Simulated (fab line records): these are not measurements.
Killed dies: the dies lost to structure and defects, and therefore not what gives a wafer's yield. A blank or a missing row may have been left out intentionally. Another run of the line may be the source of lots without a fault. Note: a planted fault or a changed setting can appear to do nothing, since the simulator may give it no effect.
Which tool was responsible? :: flow nand_harc :: Sampling: 24 lots, 72 wafers, 6 of 1159 route steps

## WHAT EACH GAUGE READ, for each wafer
The record holds no reading of a measuring or inspecting step that can be judged against a usual standard deviation.

## TOOL THAT RAN EACH LOT (tool first, then ch and the chambers of the sampled wafers, then the start)
lot: L076
NHARC_A_CONTACT_ETCH_118: har_cap_etch-03 ch 0,1, day 16 15:52
NHARC_A_CONTACT_ETCH_122: har_cap_etch-03 ch 0,1, day 16 16:13
NHARC_A_CONTACT_ETCH_102: rie_diel-12 ch 0,1,2, day 16 17:25
NHARC_A_CONTACT_DEP_57: acl_dep-03 ch 0, day 16 19:52
NHARC_A_CONTACT_ETCH_75: rie_diel-03 ch 0,1,3, day 16 22:19
NHARC_A_CONTACT_ETCH_124: har_cap_etch-02 ch 0,1, day 17 00:52

lot: L077
NHARC_A_CONTACT_ETCH_118: har_cap_etch-02 ch 0,1, day 16 17:37
NHARC_A_CONTACT_ETCH_122: har_cap_etch-02 ch 0,1, day 16 17:58
NHARC_A_CONTACT_ETCH_102: rie_diel-03 ch 1,2,3, day 16 19:14
NHARC_A_CONTACT_DEP_57: acl_dep-02 ch 0, day 16 21:15
NHARC_A_CONTACT_ETCH_75: rie_diel-03 ch 1,2,3, day 17 00:37
NHARC_A_CONTACT_ETCH_124: har_cap_etch-03 ch 0,1, day 17 01:58

lot: L078
NHARC_A_CONTACT_ETCH_118: har_cap_etch-01 ch 0,1, day 16 20:09
NHARC_A_CONTACT_ETCH_122: har_cap_etch-01 ch 0,1, day 16 20:31
NHARC_A_CONTACT_ETCH_102: rie_diel-03 ch 2,3, day 16 21:43
NHARC_A_CONTACT_DEP_57: acl_dep-01 ch 0, day 16 22:56
NHARC_A_CONTACT_ETCH_75: rie_diel-03 ch 1,2, day 17 01:21
NHARC_A_CONTACT_ETCH_124: har_cap_etch-02 ch 0,1, day 17 03:15

lot: L074
NHARC_A_CONTACT_ETCH_118: har_cap_etch-03 ch 0,1, day 16 22:43
NHARC_A_CONTACT_ETCH_122: har_cap_etch-03 ch 0,1, day 16 23:05
NHARC_A_CONTACT_ETCH_102: rie_diel-02 ch 1,2,3, day 17 01:18
NHARC_A_CONTACT_DEP_57: acl_dep-01 ch 0, day 17 02:00
NHARC_A_CONTACT_ETCH_75: rie_diel-02 ch 0,2,3, day 17 04:51
NHARC_A_CONTACT_ETCH_124: har_cap_etch-03 ch 0,1, day 17 05:55

lot: L079
NHARC_A_CONTACT_ETCH_118: har_cap_etch-01 ch 0,1, day 17 05:48
NHARC_A_CONTACT_ETCH_122: har_cap_etch-01 ch 0,1, day 17 06:10
NHARC_A_CONTACT_ETCH_102: rie_diel-03 ch 0,2,3, day 17 07:25
NHARC_A_CONTACT_DEP_57: acl_dep-02 ch 0, day 17 09:35
NHARC_A_CONTACT_ETCH_75: rie_diel-02 ch 1,3, day 17 12:08
NHARC_A_CONTACT_ETCH_124: har_cap_etch-02 ch 0,1, day 17 16:32

lot: L075
NHARC_A_CONTACT_ETCH_118: har_cap_etch-02 ch 0,1, day 17 11:04
NHARC_A_CONTACT_ETCH_122: har_cap_etch-02 ch 0,1, day 17 11:26
NHARC_A_CONTACT_ETCH_102: rie_diel-12 ch 1,3, day 17 13:08
NHARC_A_CONTACT_DEP_57: acl_dep-01 ch 0, day 17 14:56
NHARC_A_CONTACT_ETCH_75: rie_diel-03 ch 0,2,3, day 17 17:50
NHARC_A_CONTACT_ETCH_124: har_cap_etch-01 ch 0,1, day 17 19:00

lot: L080
NHARC_A_CONTACT_ETCH_118: har_cap_etch-03 ch 0,1, day 17 18:52
NHARC_A_CONTACT_ETCH_122: har_cap_etch-03 ch 0,1, day 17 19:14
NHARC_A_CONTACT_ETCH_102: rie_diel-03 ch 1,2,3, day 17 20:26
NHARC_A_CONTACT_DEP_57: acl_dep-02 ch 0, day 17 21:22
NHARC_A_CONTACT_ETCH_75: rie_diel-03 ch 2,3, day 17 23:47
NHARC_A_CONTACT_ETCH_124: har_cap_etch-03 ch 0,1, day 18 01:02

lot: L081
NHARC_A_CONTACT_ETCH_118: har_cap_etch-01 ch 0,1, day 18 13:05
NHARC_A_CONTACT_ETCH_122: har_cap_etch-01 ch 0,1, day 18 13:27
NHARC_A_CONTACT_ETCH_102: rie_diel-12 ch 0,1,2, day 18 14:38
NHARC_A_CONTACT_DEP_57: acl_dep-03 ch 0, day 18 15:35
NHARC_A_CONTACT_ETCH_75: rie_diel-12 ch 0,2,3, day 18 18:01
NHARC_A_CONTACT_ETCH_124: har_cap_etch-01 ch 0,1, day 18 19:05

lot: L083
NHARC_A_CONTACT_ETCH_118: har_cap_etch-03 ch 0, day 18 16:02
NHARC_A_CONTACT_ETCH_122: har_cap_etch-03 ch 0, day 18 16:24
NHARC_A_CONTACT_ETCH_102: rie_diel-12 ch 0,1,2, day 18 17:37
NHARC_A_CONTACT_DEP_57: acl_dep-03 ch 0, day 18 20:11
NHARC_A_CONTACT_ETCH_75: rie_diel-12 ch 1,2, day 18 22:39
NHARC_A_CONTACT_ETCH_124: har_cap_etch-03 ch 0, day 18 23:41

lot: L082
NHARC_A_CONTACT_ETCH_118: har_cap_etch-02 ch 0, day 18 17:24
NHARC_A_CONTACT_ETCH_122: har_cap_etch-02 ch 0, day 18 17:46
NHARC_A_CONTACT_ETCH_102: rie_diel-03 ch 1,3, day 18 19:08
NHARC_A_CONTACT_DEP_57: acl_dep-02 ch 0, day 18 21:10
NHARC_A_CONTACT_ETCH_75: rie_diel-12 ch 0,1,3, day 18 23:49
NHARC_A_CONTACT_ETCH_124: har_cap_etch-02 ch 0,1, day 19 00:53

lot: L084
NHARC_A_CONTACT_ETCH_118: har_cap_etch-01 ch 0,1, day 19 15:16
NHARC_A_CONTACT_ETCH_122: har_cap_etch-01 ch 0,1, day 19 15:45
NHARC_A_CONTACT_ETCH_102: rie_diel-12 ch 0,1,2, day 19 17:05
NHARC_A_CONTACT_DEP_57: acl_dep-01 ch 0, day 19 18:19
NHARC_A_CONTACT_ETCH_75: rie_diel-03 ch 0,1,2, day 19 21:02
NHARC_A_CONTACT_ETCH_124: har_cap_etch-01 ch 0,1, day 19 22:05

lot: L085
NHARC_A_CONTACT_ETCH_118: har_cap_etch-03 ch 0,1, day 19 16:36
NHARC_A_CONTACT_ETCH_122: har_cap_etch-03 ch 0,1, day 19 16:58
NHARC_A_CONTACT_ETCH_102: rie_diel-12 ch 0,1, day 19 18:19
NHARC_A_CONTACT_DEP_57: acl_dep-01 ch 0, day 19 20:36
NHARC_A_CONTACT_ETCH_75: rie_diel-03 ch 0,1,2, day 19 22:48
NHARC_A_CONTACT_ETCH_124: har_cap_etch-03 ch 0,1, day 20 01:19

lot: L087
NHARC_A_CONTACT_ETCH_118: har_cap_etch-02 ch 0,1, day 19 19:28
NHARC_A_CONTACT_ETCH_122: har_cap_etch-02 ch 0,1, day 19 19:58
NHARC_A_CONTACT_ETCH_102: rie_diel-12 ch 0,2, day 19 21:17
NHARC_A_CONTACT_DEP_57: acl_dep-01 ch 0, day 19 21:56
NHARC_A_CONTACT_ETCH_75: rie_diel-12 ch 0,2,3, day 20 00:41
NHARC_A_CONTACT_ETCH_124: har_cap_etch-02 ch 0,1, day 20 01:52

lot: L091
NHARC_A_CONTACT_ETCH_118: har_cap_etch-01 ch 0, day 20 03:43
NHARC_A_CONTACT_ETCH_122: har_cap_etch-01 ch 0, day 20 04:05
NHARC_A_CONTACT_ETCH_102: rie_diel-02 ch 0,1,3, day 20 05:52
NHARC_A_CONTACT_DEP_57: acl_dep-01 ch 0, day 20 06:35
NHARC_A_CONTACT_ETCH_75: rie_diel-03 ch 1,2, day 20 09:24
NHARC_A_CONTACT_ETCH_124: har_cap_etch-01 ch 0,1, day 20 13:28

lot: L086
NHARC_A_CONTACT_ETCH_118: har_cap_etch-03 ch 0,1, day 20 04:42
NHARC_A_CONTACT_ETCH_122: har_cap_etch-03 ch 0,1, day 20 05:04
NHARC_A_CONTACT_ETCH_102: rie_diel-12 ch 0,1,2, day 20 06:18
NHARC_A_CONTACT_DEP_57: acl_dep-03 ch 0, day 20 06:56
NHARC_A_CONTACT_ETCH_75: rie_diel-12 ch 1,2,3, day 20 09:40
NHARC_A_CONTACT_ETCH_124: har_cap_etch-01 ch 0,1, day 20 10:48

lot: L090
NHARC_A_CONTACT_ETCH_118: har_cap_etch-01 ch 0,1, day 20 08:47
NHARC_A_CONTACT_ETCH_122: har_cap_etch-01 ch 0,1, day 20 09:08
NHARC_A_CONTACT_ETCH_102: rie_diel-12 ch 1,3, day 20 13:19
NHARC_A_CONTACT_DEP_57: acl_dep-02 ch 0, day 20 14:48
NHARC_A_CONTACT_ETCH_75: rie_diel-03 ch 0,3, day 20 17:34
NHARC_A_CONTACT_ETCH_124: har_cap_etch-03 ch 0,1, day 20 19:26

lot: L088
NHARC_A_CONTACT_ETCH_118: har_cap_etch-03 ch 0,1, day 20 12:55
NHARC_A_CONTACT_ETCH_122: har_cap_etch-03 ch 0,1, day 20 13:17
NHARC_A_CONTACT_ETCH_102: rie_diel-03 ch 0,1,2, day 20 14:29
NHARC_A_CONTACT_DEP_57: acl_dep-03 ch 0, day 20 15:13
NHARC_A_CONTACT_ETCH_75: rie_diel-03 ch 0,1,2, day 20 18:04
NHARC_A_CONTACT_ETCH_124: har_cap_etch-01 ch 0,1, day 20 19:54

lot: L089
NHARC_A_CONTACT_ETCH_118: har_cap_etch-02 ch 0,1, day 20 13:33
NHARC_A_CONTACT_ETCH_122: har_cap_etch-02 ch 0,1, day 20 13:55
NHARC_A_CONTACT_ETCH_102: rie_diel-12 ch 1,2,3, day 20 15:10
NHARC_A_CONTACT_DEP_57: acl_dep-02 ch 0, day 20 16:32
NHARC_A_CONTACT_ETCH_75: rie_diel-12 ch 1,2,3, day 20 19:11
NHARC_A_CONTACT_ETCH_124: har_cap_etch-02 ch 0,1, day 20 20:53

lot: L092
NHARC_A_CONTACT_ETCH_118: har_cap_etch-03 ch 0,1, day 20 17:47
NHARC_A_CONTACT_ETCH_122: har_cap_etch-03 ch 0,1, day 20 18:09
NHARC_A_CONTACT_ETCH_102: rie_diel-12 ch 0,2,3, day 20 19:36
NHARC_A_CONTACT_DEP_57: acl_dep-03 ch 0, day 20 20:15
NHARC_A_CONTACT_ETCH_75: rie_diel-12 ch 0,2,3, day 20 23:01
NHARC_A_CONTACT_ETCH_124: har_cap_etch-03 ch 0,1, day 21 00:08

lot: L093
NHARC_A_CONTACT_ETCH_118: har_cap_etch-02 ch 0,1, day 20 18:41
NHARC_A_CONTACT_ETCH_122: har_cap_etch-02 ch 0,1, day 20 19:03
NHARC_A_CONTACT_ETCH_102: rie_diel-02 ch 0,3, day 20 20:21
NHARC_A_CONTACT_DEP_57: acl_dep-03 ch 0, day 20 21:58
NHARC_A_CONTACT_ETCH_75: rie_diel-02 ch 0,2,3, day 21 00:34
NHARC_A_CONTACT_ETCH_124: har_cap_etch-02 ch 0,1, day 21 01:36

lot: L094
NHARC_A_CONTACT_ETCH_118: har_cap_etch-01 ch 0,1, day 21 01:24
NHARC_A_CONTACT_ETCH_122: har_cap_etch-01 ch 0,1, day 21 01:46
NHARC_A_CONTACT_ETCH_102: rie_diel-02 ch 0,1,3, day 21 02:58
NHARC_A_CONTACT_DEP_57: acl_dep-02 ch 0, day 21 09:28
NHARC_A_CONTACT_ETCH_75: rie_diel-02 ch 0,2,3, day 21 12:15
NHARC_A_CONTACT_ETCH_124: har_cap_etch-01 ch 0,1, day 21 13:17

lot: L095
NHARC_A_CONTACT_ETCH_118: har_cap_etch-02 ch 0,1, day 21 19:13
NHARC_A_CONTACT_ETCH_122: har_cap_etch-02 ch 0,1, day 21 19:35
NHARC_A_CONTACT_ETCH_102: rie_diel-02 ch 0,2, day 21 20:56
NHARC_A_CONTACT_DEP_57: acl_dep-01 ch 0, day 22 00:14
NHARC_A_CONTACT_ETCH_75: rie_diel-12 ch 0,2,3, day 22 02:53
NHARC_A_CONTACT_ETCH_124: har_cap_etch-03 ch 1, day 22 03:56

lot: L096
NHARC_A_CONTACT_ETCH_118: har_cap_etch-03 ch 0,1, day 21 21:31
NHARC_A_CONTACT_ETCH_122: har_cap_etch-03 ch 0,1, day 21 21:53
NHARC_A_CONTACT_ETCH_102: rie_diel-03 ch 0,1,3, day 21 23:17
NHARC_A_CONTACT_DEP_57: acl_dep-03 ch 0, day 22 00:37
NHARC_A_CONTACT_ETCH_75: rie_diel-12 ch 0,1,2, day 22 03:22
NHARC_A_CONTACT_ETCH_124: har_cap_etch-02 ch 0,1, day 22 04:41

lot: L097
NHARC_A_CONTACT_ETCH_118: har_cap_etch-01 ch 0,1, day 21 23:59
NHARC_A_CONTACT_ETCH_122: har_cap_etch-01 ch 0,1, day 22 00:29
NHARC_A_CONTACT_ETCH_102: rie_diel-12 ch 0,1, day 22 01:48
NHARC_A_CONTACT_DEP_57: acl_dep-03 ch 0, day 22 02:44
NHARC_A_CONTACT_ETCH_75: rie_diel-12 ch 0,1,3, day 22 05:16
NHARC_A_CONTACT_ETCH_124: har_cap_etch-01 ch 1, day 22 06:20
- NHARC_A_CONTACT_ETCH_118: etches the open film in C4F8/O2/Ar, time 94 s, target depth 922 nm.
- NHARC_A_CONTACT_ETCH_122: etches the open film in C4F8/O2/Ar, time 95 s, target depth 930 nm.
- NHARC_A_CONTACT_ETCH_102: etches the open film in CF4/O2, target depth 70 nm, overetch 7 nm, time 38.5 s.
- NHARC_A_CONTACT_DEP_57: deposits aC, target thk 2800 nm.
- NHARC_A_CONTACT_ETCH_75: etches the open film in CF4, target depth 39 nm, time 65 s.
- NHARC_A_CONTACT_ETCH_124: etches the open film in C4F8/O2/Ar, time 140 s, target depth 700 nm.

## WHAT THE TOOLS THEMSELVES READ (means of the sampled wafers that have a number; where no wafer has one, the mark that the record gives instead)
NHARC_A_CONTACT_ETCH_102. Usual: cf4_flow_sccm 79.98 sccm, standard deviation 0.23; drypump_motor_current_A 5.7 A, standard deviation 0.41; oes_product_au 1.000 a.u., standard deviation 0.013; rf_vpp_V 197.5 V, standard deviation 1.7; showerhead_plenum_p_Torr 1.33 Torr, standard deviation 0.067; throttle_valve_pct 13.397 %, standard deviation 0.0095.
lot: L076
tool: rie_diel-12
cf4_flow_sccm (sccm): 79.80
drypump_motor_current_A (A): 5.8
oes_product_au (a.u.): 1.003
rf_vpp_V (V): 197.4
showerhead_plenum_p_Torr (Torr): 1.31
throttle_valve_pct (%): 13.399
flag: 

lot: L077
tool: rie_diel-03
cf4_flow_sccm (sccm): 79.83
drypump_motor_current_A (A): 5.4
oes_product_au (a.u.): 0.984
rf_vpp_V (V): 197.1
showerhead_plenum_p_Torr (Torr): 1.31
throttle_valve_pct (%): 13.397
flag: 

lot: L078
tool: rie_diel-03
cf4_flow_sccm (sccm): 79.96
drypump_motor_current_A (A): 5.5
oes_product_au (a.u.): 1.003
rf_vpp_V (V): 197.3
showerhead_plenum_p_Torr (Torr): 1.34
throttle_valve_pct (%): 13.398
flag: 

lot: L074
tool: rie_diel-02
cf4_flow_sccm (sccm): 80.08
drypump_motor_current_A (A): 6.2
oes_product_au (a.u.): 0.997
rf_vpp_V (V): 198.1
showerhead_plenum_p_Torr (Torr): 1.36
throttle_valve_pct (%): 13.401
flag: 

lot: L079
tool: rie_diel-03
cf4_flow_sccm (sccm): 79.93
drypump_motor_current_A (A): 5.6
oes_product_au (a.u.): 0.999
rf_vpp_V (V): 197.5
showerhead_plenum_p_Torr (Torr): 1.33
throttle_valve_pct (%): 13.392
flag: 

lot: L075
tool: rie_diel-12
cf4_flow_sccm (sccm): 80.11
drypump_motor_current_A (A): 5.8
oes_product_au (a.u.): 0.992
rf_vpp_V (V): 198.0
showerhead_plenum_p_Torr (Torr): 1.35
throttle_valve_pct (%): 13.401
flag: 

lot: L080
tool: rie_diel-03
cf4_flow_sccm (sccm): 79.94
drypump_motor_current_A (A): 5.4
oes_product_au (a.u.): 1.003
rf_vpp_V (V): 196.8
showerhead_plenum_p_Torr (Torr): 1.31
throttle_valve_pct (%): 13.402
flag: 

lot: L081
tool: rie_diel-12
cf4_flow_sccm (sccm): 80.12
drypump_motor_current_A (A): 5.8
oes_product_au (a.u.): 1.003
rf_vpp_V (V): 197.3
showerhead_plenum_p_Torr (Torr): 1.31
throttle_valve_pct (%): 13.393
flag: 

lot: L083
tool: rie_diel-12
cf4_flow_sccm (sccm): 80.03
drypump_motor_current_A (A): 5.8
oes_product_au (a.u.): 1.008
rf_vpp_V (V): 197.4
showerhead_plenum_p_Torr (Torr): 1.31
throttle_valve_pct (%): 13.397
flag: 

lot: L082
tool: rie_diel-03
cf4_flow_sccm (sccm): 79.91
drypump_motor_current_A (A): 5.2
oes_product_au (a.u.): 1.006
rf_vpp_V (V): 196.9
showerhead_plenum_p_Torr (Torr): 1.27
throttle_valve_pct (%): 13.398
flag: 

lot: L084
tool: rie_diel-12
cf4_flow_sccm (sccm): 79.77
drypump_motor_current_A (A): 5.8
oes_product_au (a.u.): 0.998
rf_vpp_V (V): 197.9
showerhead_plenum_p_Torr (Torr): 1.31
throttle_valve_pct (%): 13.402
flag: 

lot: L085
tool: rie_diel-12
cf4_flow_sccm (sccm): 80.20
drypump_motor_current_A (A): 5.6
oes_product_au (a.u.): 0.990
rf_vpp_V (V): 195.9
showerhead_plenum_p_Torr (Torr): 1.27
throttle_valve_pct (%): 13.399
flag: 

lot: L087
tool: rie_diel-12
cf4_flow_sccm (sccm): 79.90
drypump_motor_current_A (A): 6.0
oes_product_au (a.u.): 1.003
rf_vpp_V (V): 198.3
showerhead_plenum_p_Torr (Torr): 1.36
throttle_valve_pct (%): 13.394
flag: 

lot: L091
tool: rie_diel-02
cf4_flow_sccm (sccm): 80.08
drypump_motor_current_A (A): 5.8
oes_product_au (a.u.): 0.999
rf_vpp_V (V): 197.4
showerhead_plenum_p_Torr (Torr): 1.33
throttle_valve_pct (%): 13.394
flag: 

lot: L086
tool: rie_diel-12
cf4_flow_sccm (sccm): 79.88
drypump_motor_current_A (A): 5.8
oes_product_au (a.u.): 1.007
rf_vpp_V (V): 197.8
showerhead_plenum_p_Torr (Torr): 1.31
throttle_valve_pct (%): 13.394
flag: 

lot: L090
tool: rie_diel-12
cf4_flow_sccm (sccm): 80.01
drypump_motor_current_A (A): 5.6
oes_product_au (a.u.): 0.997
rf_vpp_V (V): 197.6
showerhead_plenum_p_Torr (Torr): 1.31
throttle_valve_pct (%): 13.395
flag: 

lot: L088
tool: rie_diel-03
cf4_flow_sccm (sccm): 80.07
drypump_motor_current_A (A): 5.6
oes_product_au (a.u.): 1.007
rf_vpp_V (V): 197.7
showerhead_plenum_p_Torr (Torr): 1.32
throttle_valve_pct (%): 13.409
flag: 

lot: L089
tool: rie_diel-12
cf4_flow_sccm (sccm): 79.77
drypump_motor_current_A (A): 5.8
oes_product_au (a.u.): 1.011
rf_vpp_V (V): 198.4
showerhead_plenum_p_Torr (Torr): 1.36
throttle_valve_pct (%): 13.396
flag: 

lot: L092
tool: rie_diel-12
cf4_flow_sccm (sccm): 79.79
drypump_motor_current_A (A): 6.0
oes_product_au (a.u.): 1.005
rf_vpp_V (V): 198.1
showerhead_plenum_p_Torr (Torr): 1.34
throttle_valve_pct (%): 13.400
flag: 

lot: L093
tool: rie_diel-02
cf4_flow_sccm (sccm): 79.79
drypump_motor_current_A (A): 5.8
oes_product_au (a.u.): 0.991
rf_vpp_V (V): 197.5
showerhead_plenum_p_Torr (Torr): 1.38
throttle_valve_pct (%): 13.395
flag: 

lot: L094
tool: rie_diel-02
cf4_flow_sccm (sccm): 80.06
drypump_motor_current_A (A): 5.8
oes_product_au (a.u.): 1.003
rf_vpp_V (V): 198.1
showerhead_plenum_p_Torr (Torr): 1.33
throttle_valve_pct (%): 13.396
flag: 

lot: L095
tool: rie_diel-02
cf4_flow_sccm (sccm): 79.96
drypump_motor_current_A (A): 6.1
oes_product_au (a.u.): 0.992
rf_vpp_V (V): 199.2
showerhead_plenum_p_Torr (Torr): 1.41
throttle_valve_pct (%): 13.398
flag: 

lot: L096
tool: rie_diel-03
cf4_flow_sccm (sccm): 79.93
drypump_motor_current_A (A): 5.4
oes_product_au (a.u.): 1.007
rf_vpp_V (V): 197.0
showerhead_plenum_p_Torr (Torr): 1.29
throttle_valve_pct (%): 13.394
flag: 

lot: L097
tool: rie_diel-12
cf4_flow_sccm (sccm): 80.09
drypump_motor_current_A (A): 5.6
oes_product_au (a.u.): 0.997
rf_vpp_V (V): 196.5
showerhead_plenum_p_Torr (Torr): 1.27
throttle_valve_pct (%): 13.402
flag: 

NHARC_A_CONTACT_DEP_57. Usual: throttle_valve_pct reads 34.999 % (standard deviation 0.0084).
lot: L076
tool: acl_dep-03
throttle_valve_pct (%): 34.997
flag: 

lot: L077
tool: acl_dep-02
throttle_valve_pct (%): 35.002
flag: 

lot: L078
tool: acl_dep-01
throttle_valve_pct (%): 34.990
flag: 

lot: L074
tool: acl_dep-01
throttle_valve_pct (%): 34.998
flag: 

lot: L079
tool: acl_dep-02
throttle_valve_pct (%): 35.001
flag: 

lot: L075
tool: acl_dep-01
throttle_valve_pct (%): 34.998
flag: 

lot: L080
tool: acl_dep-02
throttle_valve_pct (%): 35.006
flag: 

lot: L081
tool: acl_dep-03
throttle_valve_pct (%): 34.993
flag: 

lot: L083
tool: acl_dep-03
throttle_valve_pct (%): 35.007
flag: 

lot: L082
tool: acl_dep-02
throttle_valve_pct (%): 34.993
flag: 

lot: L084
tool: acl_dep-01
throttle_valve_pct (%): 34.999
flag: 

lot: L085
tool: acl_dep-01
throttle_valve_pct (%): 34.997
flag: 

lot: L087
tool: acl_dep-01
throttle_valve_pct (%): 34.997
flag: 

lot: L091
tool: acl_dep-01
throttle_valve_pct (%): 35.002
flag: 

lot: L086
tool: acl_dep-03
throttle_valve_pct (%): 35.001
flag: 

lot: L090
tool: acl_dep-02
throttle_valve_pct (%): 34.999
flag: 

lot: L088
tool: acl_dep-03
throttle_valve_pct (%): 34.992
flag: 

lot: L089
tool: acl_dep-02
throttle_valve_pct (%): 34.997
flag: 

lot: L092
tool: acl_dep-03
throttle_valve_pct (%): 35.004
flag: 

lot: L093
tool: acl_dep-03
throttle_valve_pct (%): 34.996
flag: 

lot: L094
tool: acl_dep-02
throttle_valve_pct (%): 35.002
flag: 

lot: L095
tool: acl_dep-01
throttle_valve_pct (%): 35.002
flag: 

lot: L096
tool: acl_dep-03
throttle_valve_pct (%): 34.998
flag: 

lot: L097
tool: acl_dep-03
throttle_valve_pct (%): 35.001
flag: 

NHARC_A_CONTACT_ETCH_75. Usual: cf4_flow_sccm 150.0 sccm, standard deviation 0.48; drypump_motor_current_A 5.7 A, standard deviation 0.4; oes_product_au 1.001 a.u., standard deviation 0.013; rf_vpp_V 151.2 V, standard deviation 1.3; showerhead_plenum_p_Torr 1.75 Torr, standard deviation 0.08; throttle_valve_pct 13.284 %, standard deviation 0.0092.
lot: L076
tool: rie_diel-03
cf4_flow_sccm (sccm): 150.2
drypump_motor_current_A (A): 5.4
oes_product_au (a.u.): 0.978
rf_vpp_V (V): 151.0
showerhead_plenum_p_Torr (Torr): 1.72
throttle_valve_pct (%): 13.274
flag: 

lot: L077
tool: rie_diel-03
cf4_flow_sccm (sccm): 149.7
drypump_motor_current_A (A): 5.4
oes_product_au (a.u.): 0.987
rf_vpp_V (V): 150.9
showerhead_plenum_p_Torr (Torr): 1.73
throttle_valve_pct (%): 13.286
flag: 

lot: L078
tool: rie_diel-03
cf4_flow_sccm (sccm): 150.0
drypump_motor_current_A (A): 5.4
oes_product_au (a.u.): 0.995
rf_vpp_V (V): 151.3
showerhead_plenum_p_Torr (Torr): 1.74
throttle_valve_pct (%): 13.275
flag: 

lot: L074
tool: rie_diel-02
cf4_flow_sccm (sccm): 150.0
drypump_motor_current_A (A): 6.2
oes_product_au (a.u.): 1.009
rf_vpp_V (V): 152.2
showerhead_plenum_p_Torr (Torr): 1.86
throttle_valve_pct (%): 13.283
flag: 

lot: L079
tool: rie_diel-02
cf4_flow_sccm (sccm): 150.1
drypump_motor_current_A (A): 6.3
oes_product_au (a.u.): 1.007
rf_vpp_V (V): 151.2
showerhead_plenum_p_Torr (Torr): 1.78
throttle_valve_pct (%): 13.293
flag: 

lot: L075
tool: rie_diel-03
cf4_flow_sccm (sccm): 150.2
drypump_motor_current_A (A): 5.5
oes_product_au (a.u.): 0.998
rf_vpp_V (V): 151.8
showerhead_plenum_p_Torr (Torr): 1.76
throttle_valve_pct (%): 13.286
flag: 

lot: L080
tool: rie_diel-03
cf4_flow_sccm (sccm): 150.1
drypump_motor_current_A (A): 5.5
oes_product_au (a.u.): 1.005
rf_vpp_V (V): 151.7
showerhead_plenum_p_Torr (Torr): 1.77
throttle_valve_pct (%): 13.284
flag: 

lot: L081
tool: rie_diel-12
cf4_flow_sccm (sccm): 150.7
drypump_motor_current_A (A): 6.0
oes_product_au (a.u.): 1.007
rf_vpp_V (V): 151.1
showerhead_plenum_p_Torr (Torr): 1.78
throttle_valve_pct (%): 13.282
flag: 

lot: L083
tool: rie_diel-12
cf4_flow_sccm (sccm): 150.0
drypump_motor_current_A (A): 5.6
oes_product_au (a.u.): 1.004
rf_vpp_V (V): 151.9
showerhead_plenum_p_Torr (Torr): 1.76
throttle_valve_pct (%): 13.274
flag: 

lot: L082
tool: rie_diel-12
cf4_flow_sccm (sccm): 149.9
drypump_motor_current_A (A): 5.8
oes_product_au (a.u.): 0.990
rf_vpp_V (V): 150.1
showerhead_plenum_p_Torr (Torr): 1.72
throttle_valve_pct (%): 13.284
flag: 

lot: L084
tool: rie_diel-03
cf4_flow_sccm (sccm): 149.7
drypump_motor_current_A (A): 5.6
oes_product_au (a.u.): 1.006
rf_vpp_V (V): 151.3
showerhead_plenum_p_Torr (Torr): 1.76
throttle_valve_pct (%): 13.290
flag: 

lot: L085
tool: rie_diel-03
cf4_flow_sccm (sccm): 150.2
drypump_motor_current_A (A): 5.6
oes_product_au (a.u.): 1.005
rf_vpp_V (V): 151.4
showerhead_plenum_p_Torr (Torr): 1.76
throttle_valve_pct (%): 13.280
flag: 

lot: L087
tool: rie_diel-12
cf4_flow_sccm (sccm): 150.2
drypump_motor_current_A (A): 6.0
oes_product_au (a.u.): 1.001
rf_vpp_V (V): 151.0
showerhead_plenum_p_Torr (Torr): 1.78
throttle_valve_pct (%): 13.275
flag: 

lot: L091
tool: rie_diel-03
cf4_flow_sccm (sccm): 149.6
drypump_motor_current_A (A): 5.4
oes_product_au (a.u.): 1.008
rf_vpp_V (V): 150.9
showerhead_plenum_p_Torr (Torr): 1.73
throttle_valve_pct (%): 13.290
flag: 

lot: L086
tool: rie_diel-12
cf4_flow_sccm (sccm): 149.9
drypump_motor_current_A (A): 5.8
oes_product_au (a.u.): 1.005
rf_vpp_V (V): 151.3
showerhead_plenum_p_Torr (Torr): 1.80
throttle_valve_pct (%): 13.274
flag: 

lot: L090
tool: rie_diel-03
cf4_flow_sccm (sccm): 150.1
drypump_motor_current_A (A): 5.4
oes_product_au (a.u.): 1.012
rf_vpp_V (V): 150.8
showerhead_plenum_p_Torr (Torr): 1.71
throttle_valve_pct (%): 13.293
flag: 

lot: L088
tool: rie_diel-03
cf4_flow_sccm (sccm): 150.0
drypump_motor_current_A (A): 5.6
oes_product_au (a.u.): 1.008
rf_vpp_V (V): 150.6
showerhead_plenum_p_Torr (Torr): 1.75
throttle_valve_pct (%): 13.276
flag: 

lot: L089
tool: rie_diel-12
cf4_flow_sccm (sccm): 149.8
drypump_motor_current_A (A): 5.7
oes_product_au (a.u.): 1.005
rf_vpp_V (V): 150.9
showerhead_plenum_p_Torr (Torr): 1.80
throttle_valve_pct (%): 13.281
flag: 

lot: L092
tool: rie_diel-12
cf4_flow_sccm (sccm): 150.2
drypump_motor_current_A (A): 6.0
oes_product_au (a.u.): 1.005
rf_vpp_V (V): 151.4
showerhead_plenum_p_Torr (Torr): 1.78
throttle_valve_pct (%): 13.283
flag: 

lot: L093
tool: rie_diel-02
cf4_flow_sccm (sccm): 150.0
drypump_motor_current_A (A): 6.2
oes_product_au (a.u.): 0.997
rf_vpp_V (V): 152.5
showerhead_plenum_p_Torr (Torr): 1.85
throttle_valve_pct (%): 13.282
flag: 

lot: L094
tool: rie_diel-02
cf4_flow_sccm (sccm): 149.8
drypump_motor_current_A (A): 6.2
oes_product_au (a.u.): 1.000
rf_vpp_V (V): 152.1
showerhead_plenum_p_Torr (Torr): 1.85
throttle_valve_pct (%): 13.289
flag: 

lot: L095
tool: rie_diel-12
cf4_flow_sccm (sccm): 150.2
drypump_motor_current_A (A): 6.0
oes_product_au (a.u.): 0.996
rf_vpp_V (V): 152.1
showerhead_plenum_p_Torr (Torr): 1.78
throttle_valve_pct (%): 13.275
flag: 

lot: L096
tool: rie_diel-12
cf4_flow_sccm (sccm): 149.6
drypump_motor_current_A (A): 5.8
oes_product_au (a.u.): 0.996
rf_vpp_V (V): 150.3
showerhead_plenum_p_Torr (Torr): 1.73
throttle_valve_pct (%): 13.277
flag: 

lot: L097
tool: rie_diel-12
cf4_flow_sccm (sccm): 149.5
drypump_motor_current_A (A): 5.8
oes_product_au (a.u.): 0.989
rf_vpp_V (V): 151.0
showerhead_plenum_p_Torr (Torr): 1.72
throttle_valve_pct (%): 13.290
flag: 

## THE ANSWER, worked out from the rows above alone
Rule: take the mean of a lot's wafers that have a number; if it is more than 3 standard deviations from the usual mean, the lot is off. Also off: a lot with no number at a reading for which 4 or more lots have one. Where the step has rows for the other lots, those lots are counted as sound. Order of review: gauges by route order, followed by the tools' own readings, for which a lot's mean as printed above is used. At the first step where some lot is off, the reading lying furthest off is the one used; lots without a number count as furthest.
No lot is off on any of the readings shown, so nothing can be concluded from this.

## WHAT WAS PUT IN BY THE SIMULATOR
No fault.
